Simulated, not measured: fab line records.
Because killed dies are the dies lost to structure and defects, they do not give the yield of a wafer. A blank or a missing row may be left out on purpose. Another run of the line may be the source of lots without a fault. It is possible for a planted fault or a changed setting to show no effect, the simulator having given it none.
fab line records	flow nandHarc
[record] lots = 5	wafers = 15	lastDay = 32
route steps=1302 shown P_M1@296 P_M2@318 END@1302
lots that met no fault: taken from a fault-free run of the same line
startH: the number of hours between the record's first day and the start of the first shown wafer of the lot	waitH: hours from the lot's prior step to this one	" as in the row above	L1.1+2: one row covering several wafers at once	- value missing, or start not given	* or withheld: withheld	< > ~ a bound
route shown NAME@n: a module of which the file shows steps, and the number in the route of the first	usual: the fault-free wafers' mean and standard deviation	same: alike in all rows	chamber/n: place in a boat	sites: per-site readings	_std_site: how widely they spread, as a standard deviation	_edge_site: mean of outer sites minus mean of inner sites	radiusMm: how far each site lies from the wafer's centre	mask NAME#n: copy n	behind: tool/chamber where the wafer was last shaped	hold: reason for holding the lot/hours on hold/outcome of the hold	device: which transistor (n, p or np) failed to switch	end of line: the route-end tests of the same wafers	a step with no rows: only its recipe	killed: dies lost to structure and defects at the first sort, not the wafer's yield	map: shows each die of a wafer: x if killed, . if not, _ if none is there
set.NAME: the setting as run; set.NAME@STEP: as run at that earlier step	model.NAME: the simulator's own value behind a step, which no gauge read
lots seen at some steps along the route; tables by step, rows by wafer
services: when a tool's chamber went out of use (startH, in hours from the record's first day, below 0 if earlier), for how many hours, and the reason
[[steps]]
[step NHARC_P_M1_OVL_MEAS_10]
[recipe] pitchNm = 260
[usual] overlayXNm = -0.2/0.82	overlayYNm = 0.0/0.95
lot.wafer	tool	chamber	startH	waitH	overlayXNm	overlayYNm
L675.1	overlay-01	-	121.36	-	0.4	-0.9
L675.3	"	-	"	"	0.6	-0.8
L675.4	"	-	"	"	0.5	-0.2
L681.2	overlay-01	-	185.94	-	-1.1	-1.0
L681.3	"	-	"	"	-0.5	-0.8
L681.5	"	-	"	"	-0.9	-0.3
L682.2	overlay-01	-	203.76	-	0.2	-0.1
L682.3	"	-	"	"	-0.1	-0.3
L682.5	"	-	"	"	0.2	-0.6
L693.1	overlay-02	-	310.19	-	1.1	0.5
L693.3	"	-	"	"	1.0	0.5
L693.4	"	-	"	"	0.4	0.3
L695.1	overlay-02	-	325.35	-	-0.7	1.1
L695.3	"	-	"	"	-1.0	1.5
L695.6	"	-	"	"	-0.5	1.0
[step NHARC_P_M1_INSPECT_11]
[usual] rawDefectCount = 4.9/2.9
lot.wafer	tool	chamber	startH	waitH	rawDefectCount
L675.1	defectInspect-01	-	121.40	0.0	8
L675.3	"	-	"	"	3
L675.4	"	-	"	"	3
L681.2	defectInspect-01	-	185.98	0.0	12
L681.3	"	-	"	"	6
L681.5	"	-	"	"	6
L682.2	defectInspect-02	-	203.80	0.0	6
L682.3	"	-	"	"	4
L682.5	"	-	"	"	6
L693.1	defectInspect-02	-	310.22	0.0	3
L693.3	"	-	"	"	9
L693.4	"	-	"	"	4
L695.1	defectInspect-01	-	325.39	0.0	2
L695.3	"	-	"	"	2
L695.6	"	-	"	"	2
[step NHARC_P_M1_DESCUM_14]
[recipe] timeS = 3	o2FlowSccm = 200	arFlowSccm = 0	biasPowerW = 0	chemistry = O2
[step NHARC_P_M1_ETCH_35]
[recipe] targetDepthA = 400	overetchA = 120	timeS = 43.94	ionEnergyEv = 200	n2FlowSccm = 150	h2FlowSccm = 150	arFlowSccm = 0	rfW = 400	biasW = 150	chemistry = N2/H2
[step NHARC_P_M1_ETCH_15]
[recipe] targetDepthA = 1825	timeS = 91.2	c4f8FlowSccm = withheld	arFlowSccm = 400	rfW = 600	biasW = 300	chemistry = C4F8/Ar
[step NHARC_P_M1_CD_MEAS_16]
[usual] cdNm = 129.5/0.71
lot.wafer	tool	chamber	startH	waitH	cdNm
L675.1	cdSem-01	-	121.77	-	129.0
L675.3	"	-	"	"	129.0
L675.4	"	-	"	"	128.7
L681.2	cdSem-01	-	186.34	-	129.9
L681.3	"	-	"	"	129.6
L681.5	"	-	"	"	131.0
L682.2	cdSem-02	-	204.17	-	129.4
L682.3	"	-	"	"	131.4
L682.5	"	-	"	"	127.7
L693.1	cdSem-02	-	310.65	-	129.5
L693.3	"	-	"	"	130.6
L693.4	"	-	"	"	130.5
L695.1	cdSem-02	-	325.75	-	128.9
L695.3	"	-	"	"	129.8
L695.6	"	-	"	"	130.3
[step NHARC_P_M1_STRIP_18]
[recipe] powerW = 1000	n2FlowSccm = 150	h2FlowSccm = 150	arFlowSccm = 0	biasW = 0	chemistry = N2/H2
[usual] drypumpMotorCurrentA = 5.6/0.45	oesProductAu = 1.000/0.01	rfVppV = 90.8/0.93	showerheadPlenumPTorr = 2.06/0.059	throttleValvePct = 14.169/0.0096
lot.wafer	tool	chamber	startH	waitH	drypumpMotorCurrentA	oesProductAu	rfHoursCounterH	rfVppV	showerheadPlenumPTorr	throttleValvePct
L675.3	rieDiel-03	2	121.84	0.1	6.3	0.989	1	92.2	2.12	14.159
L675.1	"	0	"	"	5.3	1.010	1	89.4	2.05	14.180
L675.4	"	1	"	"	5.9	1.007	1	90.8	2.14	14.178
L681.2	rieDiel-02	1	186.47	0.1	5.5	1.001	11	90.8	2.12	14.164
L681.3	"	2	"	"	5.9	0.987	11	90.9	2.08	14.180
L681.5	"	3	"	"	5.0	0.985	-	91.4	2.02	14.165
L682.2	rieDiel-02	1	204.27	0.1	5.4	1.001	13	90.4	2.12	14.164
L682.3	"	3	"	"	5.0	0.982	10	90.4	2.02	14.175
L682.5	"	0	"	"	5.8	0.998	-	90.3	1.99	14.168
L693.1	rieDiel-02	3	310.73	0.1	5.0	0.986	8	91.6	2.02	14.167
L693.3	"	1	"	"	5.4	1.006	8	91.0	2.12	14.163
L693.4	"	2	"	"	5.9	0.992	-	90.5	2.08	14.174
L695.3	rieDiel-03	1	325.82	0.1	5.9	0.989	2	92.1	2.13	14.163
L695.1	"	3	"	"	5.7	1.000	2	89.9	2.04	14.176
L695.6	"	1	"	"	5.9	0.982	-	90.7	2.13	14.167
[step NHARC_P_M1_ETCH_28]
[recipe] targetDepthA = 300	overEtchFrac = 0.3	timeS = 72.99	ionEnergyEv = 150	cf4FlowSccm = 50	n2FlowSccm = 100	arFlowSccm = 150	rfW = 300	biasW = 100	chemistry = CF4/N2
[step NHARC_P_M1_STRIP_19]
[recipe] timeS = 600	tempC = 30	chemistry = postEtchResidueRemover
[step NHARC_P_M1_DEGAS_29]
[recipe] tempC = 250	timeS = 60
[step NHARC_P_M1_PRE_CLEAN_30]
[recipe] timeS = 30	tempC = 280	gas = H2/He
[step NHARC_P_M1_PVD_20]
[recipe] targetThkA = 50	biasV = 168.6	powerW = 15000	chamberPressurePa = 0.12	timeS = 8.06	substrateTempC = 50	material = TaN
[step NHARC_P_M1_PVD_21]
[recipe] targetThkA = 300	chamberPressurePa = 5	powerW = 5000	substrateTempC = 30	timeS = 20.49	material = Cu
[usual] chamberPressurePa = 5.000/0.0098	throttleValvePct = 29.8/0.92
lot.wafer	tool	chamber	startH	waitH	chamberPressurePa	throttleValvePct
L675.1	pvdSputter-02	-	122.71	-	4.995	31.0
L675.3	"	-	"	"	5.011	29.7
L675.4	"	-	"	"	5.017	29.5
L681.2	pvdSputter-01	-	187.30	-	4.998	29.3
L681.3	"	-	"	"	5.001	30.3
L681.5	"	-	"	"	4.996	29.4
L682.2	pvdSputter-03	-	205.12	-	5.009	29.8
L682.3	"	-	"	"	5.022	30.8
L682.5	"	-	"	"	4.997	30.0
L693.3	pvdSputter-03	-	311.66	-	4.999	30.5
L693.1	"	-	"	"	4.998	30.0
L693.4	"	-	"	"	4.995	29.0
L695.3	pvdSputter-01	-	326.74	-	4.991	29.1
L695.1	"	-	"	"	5.002	30.2
L695.6	"	-	"	"	4.988	31.0
[step NHARC_P_M1_ECD_22]
[recipe] targetThkA = 4000	bathTempC = 25	material = Cu
[step NHARC_P_M1_ANNEAL_31]
[recipe] tempC = 225	timeS = 90
[usual] wafer_temp_C_max = 226.07/0.27
lot.wafer	tool	chamber	startH	waitH	wafer_temp_C_max
L675.1	rtpAnneal-01	0	123.44	0.3	225.92
L675.3	"	0	"	"	226.48
L675.4	"	0	"	"	225.94
L681.2	rtpAnneal-01	0	187.85	0.4	226.33
L681.3	"	0	"	"	225.89
L681.5	"	0	"	"	226.36
L682.2	rtpAnneal-02	0	205.69	0.3	225.88
L682.3	"	0	"	"	226.13
L682.5	"	0	"	"	225.97
L693.1	rtpAnneal-02	0	312.18	0.3	225.69
L693.3	"	0	"	"	226.28
L693.4	"	0	"	"	225.95
L695.1	rtpAnneal-01	0	327.24	0.3	226.02
L695.3	"	0	"	"	226.01
L695.6	"	0	"	"	226.35
[step NHARC_P_M1_CMP_23]
[recipe] tOverpolishS = 20	targetThkNm = 157.82
[step NHARC_P_M1_SRD_25]
[step NHARC_P_M1_INSPECT_27]
[usual] rawDefectCount = 314/120
lot.wafer	tool	chamber	startH	waitH	rawDefectCount
L675.1	defectInspect-02	-	124.26	0.0	253
L675.3	"	-	"	"	321
L675.4	"	-	"	"	296
L681.2	defectInspect-02	-	188.61	0.0	199
L681.3	"	-	"	"	203
L681.5	"	-	"	"	188
L682.2	defectInspect-02	-	206.47	0.0	409
L682.3	"	-	"	"	291
L682.5	"	-	"	"	319
L693.1	defectInspect-02	-	313.00	0.0	290
L693.3	"	-	"	"	260
L693.4	"	-	"	"	374
L695.1	defectInspect-01	-	328.08	0.0	361
L695.3	"	-	"	"	298
L695.6	"	-	"	"	366
[step NHARC_P_M1_PRE_CLEAN_32]
[recipe] timeS = 12	tempC = 370	rfPowerW = 300	gas = NH3
[step NHARC_P_M1_DEP_33]
[recipe] targetThkA = 300	tempC = 370	targetThkNm = 30	pressureTorr = 3	flowSccm = 200	rfW = 450	material = SiCN
[step NHARC_P_M2_DEP_00]
[recipe] targetThkA = 1825	targetThkNm = 182.5	tempC = withheld	pressureTorr = 5	flowSccm = 200	rfW = 600	material = SiOC
[step NHARC_P_M2_DEHYDRATE_01]
[recipe] tempC = 150	timeS = 120
[step NHARC_P_M2_HMDS_02]
[recipe] timeS = 30
[step NHARC_P_M2_COAT_34]
[recipe] tempC = 200	timeS = 65
[step NHARC_P_M2_COAT_03]
[recipe] spinRpm = 1500	resistThkNm = 90
[step NHARC_P_M2_SOFTBAKE_04]
[recipe] tempC = 105	timeS = 55
[step NHARC_P_M2_EBR_05]
[step NHARC_P_M2_EXPOSE_06]
[recipe] na = 1.35	targetCdNm = 170	doseMj = 80.78	maskId = P_M2
[step NHARC_P_M2_PEB_07]
[recipe] pebTempC = 100	pebTimeS = 65
[step NHARC_P_M2_DEVELOP_08]
[recipe] developTimeS = 35	devTempC = 23
[step NHARC_P_M2_CD_MEAS_09]
[recipe] targetCdNm = 170	landingEnergyEv = 500
[usual] cdNm = 169.8/0.67
lot.wafer	tool	chamber	startH	waitH	cdNm
L675.1	cdSem-02	0	125.63	-	169.5
L675.3	"	0	"	"	169.4
L675.4	"	0	"	"	169.4
L681.2	cdSem-03	0	189.86	-	169.8
L681.3	"	0	"	"	169.5
L681.5	"	0	"	"	169.4
L682.2	cdSem-03	0	207.74	-	170.2
L682.3	"	0	"	"	169.3
L682.5	"	0	"	"	168.8
L693.3	cdSem-02	0	314.42	-	169.0
L693.4	"	0	"	"	168.7
L695.1	cdSem-02	0	329.34	-	170.1
L695.3	"	0	"	"	169.6
L695.6	"	0	"	"	169.2
[step NHARC_P_M2_OVL_MEAS_10]
[recipe] pitchNm = 340
[usual] overlayXNm = 0.0/0.85	overlayYNm = -0.2/0.78
lot.wafer	tool	chamber	startH	waitH	overlayXNm	overlayYNm
L675.1	overlay-02	-	125.71	-	-0.2	0.8
L675.3	"	-	"	"	-0.1	0.8
L675.4	"	-	"	"	0.0	0.7
L681.2	overlay-01	-	189.94	-	-0.1	0.4
L681.3	"	-	"	"	-0.2	0.1
L681.5	"	-	"	"	0.2	-0.2
L682.2	overlay-01	-	207.82	-	-1.0	0.3
L682.3	"	-	"	"	-1.0	0.8
L682.5	"	-	"	"	-0.9	0.7
L693.3	overlay-01	-	314.51	-	0.0	-1.9
L693.4	"	-	"	"	-0.3	-0.6
L695.1	overlay-02	-	329.43	-	-1.1	-1.4
L695.3	"	-	"	"	-1.0	-1.1
L695.6	"	-	"	"	-1.1	-1.5
[step NHARC_P_M2_INSPECT_11]
[usual] rawDefectCount = 5/3.1
lot.wafer	tool	chamber	startH	waitH	rawDefectCount
L675.1	defectInspect-02	-	125.75	0.0	10
L675.3	"	-	"	"	2
L675.4	"	-	"	"	1
L681.2	defectInspect-01	-	189.98	0.0	9
L681.3	"	-	"	"	6
L681.5	"	-	"	"	5
L682.2	defectInspect-02	-	207.86	0.0	7
L682.3	"	-	"	"	4
L682.5	"	-	"	"	5
L693.3	defectInspect-02	-	314.54	0.0	7
L693.4	"	-	"	"	4
L695.1	defectInspect-01	-	329.47	0.0	3
L695.3	"	-	"	"	4
L695.6	"	-	"	"	2
[step NHARC_P_M2_DESCUM_14]
[recipe] timeS = 3	o2FlowSccm = 200	arFlowSccm = 0	biasPowerW = 0	chemistry = O2
[step NHARC_P_M2_ETCH_35]
[recipe] targetDepthA = 400	overetchA = 120	timeS = 43.94	ionEnergyEv = 200	n2FlowSccm = 150	h2FlowSccm = 150	arFlowSccm = 0	rfW = 400	biasW = 150	chemistry = N2/H2
[usual] drypumpMotorCurrentA = 5.9/0.43	oesProductAu = 0.998/0.01	rfVppV = 429.7/2.5	showerheadPlenumPTorr = 2.01/0.084	throttleValvePct = 14.170/0.0099
lot.wafer	tool	chamber	startH	waitH	drypumpMotorCurrentA	oesProductAu	rfHoursCounterH	rfVppV	showerheadPlenumPTorr	throttleValvePct
L675.4	rieDiel-13	2	125.90	0.1	5.2	1.004	8.6	426.9	1.89	14.164
L675.1	"	0	"	"	6.1	1.017	8.2	427.2	1.94	14.157
L675.3	"	1	"	"	5.7	1.010	6.9	434.0	2.15	14.160
L681.3	rieDiel-11	0	190.13	0.1	5.2	0.997	4.8	428.7	1.97	14.172
L681.2	"	2	"	"	6.0	1.006	3.5	432.4	2.09	14.191
L681.5	"	0	"	"	5.2	0.996	-	429.5	1.97	14.157
L682.2	rieDiel-13	1	208.01	0.1	5.6	1.015	1.1	433.5	2.15	14.178
L682.3	"	3	"	"	5.9	0.985	1.2	427.7	1.92	14.170
L682.5	"	2	"	"	5.2	1.016	-	424.8	1.89	14.160
L693.4	rieDiel-07	2	314.70	0.1	6.0	0.989	1.4	426.4	1.89	14.158
L693.3	"	3	"	"	6.0	0.986	1.4	432.4	2.10	14.174
L695.1	rieDiel-07	2	329.62	0.1	6.0	0.979	2.2	427.6	1.89	14.170
L695.3	"	1	"	"	5.9	1.001	1.4	427.0	1.95	14.176
L695.6	"	3	"	"	5.9	0.980	-	432.9	2.10	14.183
[step NHARC_P_M2_ETCH_15]
[recipe] targetDepthA = 1825	timeS = 91.2	c4f8FlowSccm = withheld	arFlowSccm = 400	rfW = 600	biasW = 300	chemistry = C4F8/Ar
[usual] oesProductAu = 0.937/0.023	rfVppV = 439.9/2.5
lot.wafer	tool	chamber	startH	waitH	oesProductAu	rfHoursCounterH	rfVppV
L675.3	rieDiel-13	2	-	-	0.924	8.6	435.8
L675.4	"	3	"	"	0.930	8.1	438.7
L675.1	"	1	"	"	0.936	6.9	443.5
L681.2	rieDiel-11	3	-	-	0.960	4.7	442.8
L681.3	"	1	"	"	0.939	3.9	441.5
L681.5	"	3	"	"	0.965	-	443.1
L682.3	rieDiel-13	2	-	-	0.931	0.9	436.6
L682.2	"	3	"	"	0.918	1.2	437.6
L682.5	"	2	"	"	0.928	-	435.6
L693.3	rieDiel-07	0	-	-	0.960	0.7	442.3
L693.4	"	1	"	"	0.978	1.0	439.5
L695.1	rieDiel-07	1	-	-	0.925	1.4	436.9
L695.3	"	3	"	"	0.908	2.2	442.0
L695.6	"	1	"	"	0.925	-	439.0
[step NHARC_P_M2_CD_MEAS_16]
[usual] cdNm = 169.8/0.95
lot.wafer	tool	chamber	startH	waitH	cdNm
L675.1	cdSem-03	-	126.12	-	169.1
L675.3	"	-	"	"	170.0
L675.4	"	-	"	"	169.1
L681.2	cdSem-02	-	190.35	-	169.2
L681.3	"	-	"	"	170.0
L681.5	"	-	"	"	169.6
L682.2	cdSem-03	-	208.23	-	170.4
L682.3	"	-	"	"	169.4
L682.5	"	-	"	"	168.4
L693.3	cdSem-02	-	314.91	-	169.4
L693.4	"	-	"	"	168.1
L695.1	cdSem-01	-	329.83	-	170.2
L695.3	"	-	"	"	170.5
L695.6	"	-	"	"	170.3
[step NHARC_P_M2_STRIP_18]
[recipe] powerW = 1000	n2FlowSccm = 150	h2FlowSccm = 150	arFlowSccm = 0	biasW = 0	chemistry = N2/H2
[step NHARC_P_M2_ETCH_28]
[recipe] targetDepthA = 300	overEtchFrac = 0.3	timeS = 72.99	ionEnergyEv = 150	cf4FlowSccm = 50	n2FlowSccm = 100	arFlowSccm = 150	rfW = 300	biasW = 100	chemistry = CF4/N2
[usual] drypumpMotorCurrentA = 5.9/0.45	oesProductAu = 0.997/0.011	rfVppV = 313.5/1.8	showerheadPlenumPTorr = 2.59/0.097	throttleValvePct = 19.794/0.0099
lot.wafer	tool	chamber	startH	waitH	drypumpMotorCurrentA	oesProductAu	rfHoursCounterH	rfVppV	showerheadPlenumPTorr	throttleValvePct
L675.1	rieDiel-13	2	-	-	5.2	1.013	9	311.2	2.45	19.803
L675.3	"	0	"	"	6.1	1.000	8	313.4	2.51	19.792
L675.4	"	1	"	"	5.7	1.011	7	314.9	2.75	19.796
L681.3	rieDiel-07	1	-	-	5.9	0.977	5	310.8	2.52	19.783
L681.2	"	2	"	"	6.0	1.005	6	311.5	2.45	19.811
L681.5	"	1	"	"	5.9	0.981	-	311.2	2.52	19.792
L682.3	rieDiel-13	2	-	-	5.2	0.996	1	310.0	2.45	19.790
L682.2	"	1	"	"	5.7	1.012	1	317.3	2.75	19.803
L682.5	"	2	"	"	5.2	1.000	-	312.4	2.45	19.764
L693.3	rieDiel-07	0	-	-	6.8	0.991	1	314.0	2.63	19.814
L693.4	"	1	"	"	5.9	1.008	1	312.2	2.52	19.794
L695.1	rieDiel-13	1	-	-	5.7	1.000	7	315.7	2.75	19.788
L695.3	"	2	"	"	5.2	1.010	6	311.7	2.45	19.779
L695.6	"	3	"	"	5.9	0.985	-	312.1	2.48	19.793
[step NHARC_P_M2_STRIP_19]
[recipe] timeS = 600	tempC = 30	chemistry = postEtchResidueRemover
[step NHARC_END_SORT_01]
[recipe] tempC = 25
[usual] defectLimitedYield = 91.4/2.7	killedAtArray = 53/19	killedAtOther = 0.7/1.1	killedAtPeriphery = 4.2/2.7	killedDies = 58/18	killedOpen = 3.1/1.9	killedShort = 2.5/1.6	sort_bin_2_pct = 3.0/1.2	sort_bin_3_pct = 0.7/0.41	sort_bin_4_pct = 4.9/1.5	sortNPass = 619/18	sortRimYieldPct = 90/4.1	sortYieldPct = 91.4/2.7
[same] grossDies = 677	sort_bin_5_pct[%] = 0	sort_bin_6_pct[%] = 0	sort_bin_7_pct[%] = 0	sort_bin_8_pct[%] = 0	sortRimNGross = 106.00
lot.wafer	tool	chamber	startH	waitH	defectLimitedYield[%]	killedAtArray	killedAtOther	killedAtPeriphery	killedDies	killedOpen	killedShort	sort_bin_2_pct[%]	sort_bin_3_pct[%]	sort_bin_4_pct[%]	sortNPass	sortRimYieldPct[%]	sortYieldPct[%]
L675.1	prober-02	0	542.82	2.5	90.1	59	0	8	67	3	3	3.2	0.9	5.8	610	92	90.1
L675.3	prober-02	0	544.44	3.1	91.6	55	0	2	57	2	2	2.8	0.7	4.9	620	90	91.6
L675.4	prober-02	0	545.25	3.4	91.0	60	0	1	61	1	2	4.0	1.0	4.0	616	89	91.0
L681.2	prober-01	0	616.95	2.8	93.4	38	0	7	45	4	4	2.5	0.6	3.5	632	89	93.4
L681.3	prober-01	0	617.75	3.1	93.2	42	0	4	46	5	1	1.8	0.7	4.3	631	87	93.2
L681.5	prober-01	0	619.36	3.7	92.3	46	0	6	52	4	4	3.0	0.7	4.0	625	92	92.3
L693.1	prober-01	0	752.09	2.5	0	61	0	616	677	0	4	94.2	1.0	4.7	0	0	0
L695.1	prober-02	0	771.20	2.5	95.1	25	0	8	33	5	3	1.8	0	3.1	644	89	95.1
L695.3	prober-02	0	772.79	3.1	95.7	25	0	4	29	2	0	1.0	0.1	3.1	648	91	95.7
L695.6	prober-02	0	775.18	4.0	94.2	31	1	7	39	1	1	1.8	0.9	3.1	638	94	94.2
// killed by level:class
L675.1 A_CHANNEL_HOLE_D2:chamberFilmFlake=26 A_CHANNEL_HOLE_D1:chamberFilmFlake=20 A_CONTACT:chamberFilmFlake=5 P_GATE:chamberFilmFlake=3 P_CONTACT:chamberFilmFlake=3 A_SGD_CUT:geometricParticle:short=2 A_STAIRCASE:chamberFilmFlake=2 P_M0:geometricParticle:open=1
L675.3 A_CHANNEL_HOLE_D2:chamberFilmFlake=28 A_CHANNEL_HOLE_D1:chamberFilmFlake=16 A_CONTACT:chamberFilmFlake=5 P_GATE:geometricParticle:open=1 A_ONON_D1:geometricParticle:open=1 A_ONON_D1:geometricParticle:short=1 A_ONON_D2:geometricParticle:short=1 P_CONTACT:chamberFilmFlake=1
L675.4 A_CHANNEL_HOLE_D1:chamberFilmFlake=29 A_CHANNEL_HOLE_D2:chamberFilmFlake=19 A_CONTACT:chamberFilmFlake=6 A_ONON_D1:geometricParticle:short=1 A_CHANNEL_FILL_D1:geometricParticle:open=1 A_WL_FILL:geometricParticle:short=1 P_CONTACT:chamberFilmFlake=1 A_STAIRCASE:chamberFilmFlake=1
L681.2 A_CHANNEL_HOLE_D2:chamberFilmFlake=20 P_GATE:chamberFilmFlake=6 A_CHANNEL_HOLE_D1:chamberFilmFlake=3 A_STAIRCASE:chamberFilmFlake=3 A_WL_FILL:chamberFilmFlake=3 A_SOURCE_PLATE:geometricParticle:short=2 P_CONTACT:geometricParticle:open=1 A_CHANNEL_HOLE_D1:geometricParticle:open=1
L681.3 A_CHANNEL_HOLE_D2:chamberFilmFlake=23 A_DECK1_JOINT:chamberFilmFlake=5 A_CHANNEL_HOLE_D1:chamberFilmFlake=4 P_GATE:chamberFilmFlake=3 A_CHANNEL_FILL_D1:geometricParticle:open=2 A_WL_FILL:chamberFilmFlake=2 P_STI:geometricParticle:open=1 A_CHANNEL_FILL_D2:geometricParticle:short=1
L681.5 A_CHANNEL_HOLE_D2:chamberFilmFlake=29 A_WL_FILL:chamberFilmFlake=4 A_CONTACT:chamberFilmFlake=4 A_M0:geometricParticle:open=2 P_GATE:chamberFilmFlake=2 A_CHANNEL_HOLE_D1:chamberFilmFlake=2 P_GATE:geometricParticle:short=1 P_CONTACT:geometricParticle:open=1
L693.1 P_M1:areaPvd=615 A_SLIT:chamberFilmFlake=19 A_CHANNEL_HOLE_D1:chamberFilmFlake=18 A_CHANNEL_HOLE_D2:chamberFilmFlake=11 A_CONTACT:chamberFilmFlake=5 A_STAIRCASE:chamberFilmFlake=4 A_CHANNEL_HOLE_D2:geometricParticle:short=2 A_CHANNEL_FILL_D2:geometricParticle:short=1
L695.1 A_CHANNEL_HOLE_D1:chamberFilmFlake=9 P_BONDPAD:chamberFilmFlake=4 A_SLIT:chamberFilmFlake=3 A_CONTACT:chamberFilmFlake=3 A_WL_FILL:chamberFilmFlake=2 P_CONTACT:geometricParticle:open=1 P_M1:geometricParticle:open=1 A_CHANNEL_FILL_D1:geometricParticle:open=1
L695.3 A_CHANNEL_HOLE_D1:chamberFilmFlake=12 A_SLIT:chamberFilmFlake=5 A_STAIRCASE:chamberFilmFlake=2 A_CONTACT:chamberFilmFlake=2 P_CONTACT:geometricParticle:open=1 A_CHANNEL_HOLE_D2:geometricParticle:open=1 P_ZERO_WELL:chamberFilmFlake=1 P_GATE:chamberFilmFlake=1
L695.6 A_CHANNEL_HOLE_D1:chamberFilmFlake=12 A_CONTACT:chamberFilmFlake=9 P_BONDPAD:chamberFilmFlake=6 A_SLIT:chamberFilmFlake=4 P_CONTACT:geometricParticle:open=1 A_SGD_CUT:geometricParticle:short=1 A_CHANNEL_FILL_D2:chamberFilmFlake=1 A_DECK1_JOINT:chamberFilmFlake=1
// map L693.1 (x killed, . not)
____________x____________
_________xxxxxxx_________
_______xxxxxxxxxxx_______
______xxxxxxxxxxxxx______
_____xxxxxxxxxxxxxxx_____
____xxxxxxxxxxxxxxxxx____
____xxxxxxxxxxxxxxxxx____
___xxxxxxxxxxxxxxxxxxx___
___xxxxxxxxxxxxxxxxxxx___
__xxxxxxxxxxxxxxxxxxxxx__
__xxxxxxxxxxxxxxxxxxxxx__
_xxxxxxxxxxxxxxxxxxxxxxx_
_xxxxxxxxxxxxxxxxxxxxxxx_
_xxxxxxxxxxxxxxxxxxxxxxx_
_xxxxxxxxxxxxxxxxxxxxxxx_
_xxxxxxxxxxxxxxxxxxxxxxx_
xxxxxxxxxxxxxxxxxxxxxxxxx
xxxxxxxxxxxxxxxxxxxxxxxxx
xxxxxxxxxxxxxxxxxxxxxxxxx
xxxxxxxxxxxxxxxxxxxxxxxxx
xxxxxxxxxxxxxxxxxxxxxxxxx
_xxxxxxxxxxxxxxxxxxxxxxx_
_xxxxxxxxxxxxxxxxxxxxxxx_
_xxxxxxxxxxxxxxxxxxxxxxx_
_xxxxxxxxxxxxxxxxxxxxxxx_
_xxxxxxxxxxxxxxxxxxxxxxx_
__xxxxxxxxxxxxxxxxxxxxx__
__xxxxxxxxxxxxxxxxxxxxx__
___xxxxxxxxxxxxxxxxxxx___
___xxxxxxxxxxxxxxxxxxx___
____xxxxxxxxxxxxxxxxx____
____xxxxxxxxxxxxxxxxx____
_____xxxxxxxxxxxxxxx_____
______xxxxxxxxxxxxx______
_______xxxxxxxxxxx_______
_________xxxxxxx_________
____________x____________
// map L682.2 (x killed, . not)
____________.____________
_________.x....._________
_______..x........_______
______.............______
_____.....x........._____
____.....x...........____
____.....x...........____
___..................x___
___.....x...........xx___
__..................xxx__
__..............x..xxxx__
_..................x.xxx_
_.....x.............xxxx_
_............x...x..x.xx_
_...............x...x..x_
_....................x.._
....................x....
.........................
.........................
.......................x.
.........................
_......................._
_...........x..........._
_......................._
_......................._
_......................._
__.........x..x........__
__........x............__
___......xxxx....x....___
___....xxxxx........x.___
____...xxxx.x........____
____.....x.x.........____
_____..xxxxx.x......_____
______.xxxxx.......______
_______..xxx.x...._______
_________x...x.._________
____________.____________
[[services]]
tool	chamber	startH	hours	kind
rieDiel-11	3	102.29	3.4	repair
rieDiel-11	1	103.83	16.7	repair
rieDiel-03	-	104.30	9.0	pm
rieDiel-13	1	106.15	4.5	repair
rieDiel-07	-	117.58	9.0	pm
rieDiel-03	3	117.74	3.8	repair
rieDiel-13	2	128.70	2.9	repair
rieDiel-11	2	145.06	18.2	repair
rieDiel-03	3	145.06	20.0	repair
rieDiel-02	-	149.81	0.2	repair
rieDiel-02	3	162.00	21.1	repair
rieDiel-13	-	165.01	9.0	pm
pvdSputter-03	-	170.00	10.0	pm
rieDiel-07	0	186.90	2.9	repair
pvdSputter-03	-	203.14	1.0	repair
rieDiel-02	-	216.75	9.0	pm
rieDiel-11	1	218.60	4.3	repair
pvdSputter-01	-	226.00	10.0	pm
rieDiel-03	0	228.38	5.9	repair
rieDiel-11	1	249.69	2.9	repair
rieDiel-11	-	255.53	9.0	pm
rieDiel-02	-	280.79	1.1	repair
rieDiel-07	-	294.58	9.0	pm
rieDiel-02	0	305.52	6.3	repair
[[key]]
[firstSign] step = NHARC_END_SORT_01	reading = killedAtPeriphery	direction = up	sigmas = 99+	usual = 4.2	struck = 616
[effect] step = NHARC_END_SORT_01	reading = sort_bin_2_pct	direction = up	sigmas = 77	usual = 3.0	struck = 94.2
[moreKillsBornAt] NHARC_P_M1_PVD_21@pvdSputter-03 = 615
metAt NHARC_P_M1_PVD_21
struckWafers L693.1
laterRowsLeftOut L693.1
onsetBetween 205.12 311.66
[fault] kind = processParameterDrift	tool = pvdSputter-03	chamber = -	onsetH = 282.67	steps = NHARC_P_M1_PVD_21	channel = targetThkA	offset = *	shape = step	endH = 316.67	scope = struckWafersOnly	actsIn = *	stated = *
// laterRowsLeftOut: the simulator's readings of these wafers behind a module that went badly wrong aren't trusted and aren't shown, but for the sort
